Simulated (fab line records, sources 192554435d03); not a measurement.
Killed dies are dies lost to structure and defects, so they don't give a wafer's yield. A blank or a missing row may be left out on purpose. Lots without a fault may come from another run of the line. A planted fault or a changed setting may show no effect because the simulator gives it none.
A struck lot beside a sound one | flow n5_finfet | 38 steps out of a route of 1938
Sound: wafers L206.2, L206.4, L206.5. Struck: wafer L203.6. (L203.2 of the same lot was not struck and is left out.) The cause comes at the end.
At each step with rows: each side's tool, then ch and its chambers, then its first start. Under that, the readings that differ: sound wafers | struck wafers | difference of the means | sigmas: that difference in standard deviations of wafers without a fault.
alike: readings whose means differ by less than 2 such deviations, and words and numbers that are the same on both sides. not compared: withheld readings, readings that some wafer has no value for, bounds like >300 that may hide the same value, and numbers for which the record gives no deviation and whose values overlap.
The two part at a step that has a row with sigmas, a row that says differs or no value, or rows on one side only. Numbers that don't overlap but have no deviation are shown without sigmas and don't part them. A reading that every wafer of one side lacks parts them only if that side has two wafers or more.

first, 9 steps without rows for these wafers: N5_BEOL_M1_ANNEAL_95 (time 240 s); N5_BEOL_M1_SPUTTER_96 (material Cu, target thk 4.5 nm, time 8.29 s); N5_BEOL_M1_ECD_50 (material Cu, target thk 300 nm); N5_BEOL_M1_ANNEAL_51 (time 90 s); N5_BEOL_M1_CMP_52 (polishes, stops on SiOC, t overpolish 6.8 s, target thk 40 nm); N5_BEOL_M1_PRE_CLEAN_60 (time 15 s); N5_BEOL_M1_CO_CAP_55 (material Co, precursor CCTBA/H2, target thk 2 nm, time 102.1 s); N5_BEOL_M1_PRE_CLEAN_56 (time 15 s); N5_BEOL_M1_DEP_57 (deposits SiCN from 3MS/NH3, target thk 8 nm, time 14 s).
N5_BEOL_M2_ILD_DEP_00: deposits SiOC from DEMS/O2, target thk 79 nm, time 15.3 s.
  sound on pecvd-01 ch 1,2, day 11 15:43; struck on pecvd-02 ch 2, day 11 09:01
  reading                                      | sound        | struck | difference | sigmas
  heater_power_w (W)                           | 446 458 523  | 596    | +120       | +2
  model.SiOC_of_BEOL_M2_ILD_DEP_00.thk_nm (nm) | 76.8 78.4 80 | 145    | +67        |
  alike: showerhead_plenum_p_Torr, throttle_valve_pct
  not compared: since_wet_clean_h
N5_BEOL_M2_THK_MEAS_01:
  sound on film_metro-02, day 11 15:47; struck on film_metro-02, day 11 09:05
  reading         | sound          | struck | difference | sigmas
  M2_ILD_THK (nm) | 76.8 78.4 79.8 | 145.2  | +66.9      | +70
then, 24 steps without rows for these wafers: N5_BEOL_M2_PECVD_72 (deposits SiO2 from TEOS/O2, target thk 16 nm, time 18 s); N5_BEOL_M2_HM_DEP_02 (deposits TiN, target thk 20 nm); N5_BEOL_M2_COAT_61 (time 60 s, resist thk 60 nm); N5_BEOL_M2_COAT_62 (time 60 s, resist thk 12 nm); N5_BEOL_M2_COAT_73 (time 60 s, resist thk 5 nm); N5_BEOL_M2_COAT_05 (resist thk 30 nm); N5_BEOL_M2_EBR_07; N5_BEOL_M2_SOFTBAKE_06 (time 60 s); N5_BEOL_M2_EXPOSE_08 (exposes mask M2); N5_BEOL_M2_PEB_09 (peb time 60 s); N5_BEOL_M2_DEVELOP_10 (develop time 30 s); N5_BEOL_M2_DESCUM_16 (chemistry O2, time 7 s); N5_BEOL_M2_ETCH_74 (etches underlayer in N2/H2, target depth 6.5 nm, time 5.2 s); N5_BEOL_M2_ETCH_63 (etches SiARC in CF4, target depth 15.6 nm, time 26 s); N5_BEOL_M2_ETCH_64 (etches SOC in N2/H2, target depth 75 nm, overetch 22.5 nm, time 121.9 s); N5_BEOL_M2_STRIP_65 (strips in N2/H2); N5_BEOL_M2_STRIP_75 (strips in N2/H2); N5_BEOL_M2_STRIP_66 (strips in CF4); N5_BEOL_M2_HM_OPEN_17 (chemistry Cl2/BCl3, target TiN, target depth 20 nm, overetch 6 nm); N5_BEOL_M2_STRIP_19 (strips in O2); N5_BEOL_M2_COAT_67 (time 60 s, resist thk 60 nm); N5_BEOL_M2_COAT_68 (time 60 s, resist thk 12 nm); N5_BEOL_M2_COAT_76 (time 60 s, resist thk 5 nm); N5_BEOL_M2_COAT_22 (resist thk 30 nm).
N5_BEOL_M2_CMP_52: polishes, stops on SiOC, t overpolish 6.8 s, target thk 40 nm.
  sound on cmp-01 ch 0,1, day 12 11:09; struck on cmp-04 ch 0, day 11 18:45
  reading                                      | sound        | struck | difference | sigmas
  model.SiOC_of_BEOL_M2_ILD_DEP_00.thk_nm (nm) | 73.8 75.4 77 | 142    | +67        |
  alike: motor_current_A
  not compared: pad_life_wafers
N5_BEOL_M4_RC_MEAS_101:
  the record has rows for the sound wafers here (prober-02 ch 0, day 14 11:38) and none for the struck ones
-- the record jumps here: 7 days lie between the struck wafers' starts before and after (it left off in module BEOL_M4 and takes up again in module PASSIVATION, whose first step shown is number 1936 of the route) --
N5_PASSIVATION_PROBE_49:
  sound on prober-02, day 18 17:49; struck on prober-01, day 18 08:31
  reading                  | sound          | struck | difference | sigmas
  defect_limited_yield (%) | 92.6 91.0 93.3 | 0      | -92        | -77
  killed_at_M0_to_M3       | 32 29 35       | 1116   | +1084      | +99
  killed_dies              | 87 106 79      | 1180   | +1089      | +73
  killed_on_rim            | 11 12 9        | 152    | +141       | +39
  sort_bin_5_function (%)  | 4.8 5.2 4.2    | 95.8   | +91.1      | +99 or more
  sort_bin_6_memory (%)    | 2.2 3.3 2.2    | 4.2    | +1.6       | +3
  sort_n_pass              | 1093 1074 1101 | 0      | -1089      | -73
  sort_yield_pct (%)       | 92.6 91.0 93.3 | 0      | -92        | -77
  alike: killed_at_M4_up, killed_at_contacts, killed_at_front_end, killed_at_other, killed_open, killed_short

WHERE THEY PART
First at N5_BEOL_M2_ILD_DEP_00; last, within this record, at N5_PASSIVATION_PROBE_49.

WHY: what the simulator had put in
Process parameter drift: pecvd-02, from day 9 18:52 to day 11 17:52, at N5_BEOL_M2_ILD_DEP_00. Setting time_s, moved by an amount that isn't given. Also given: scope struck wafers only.
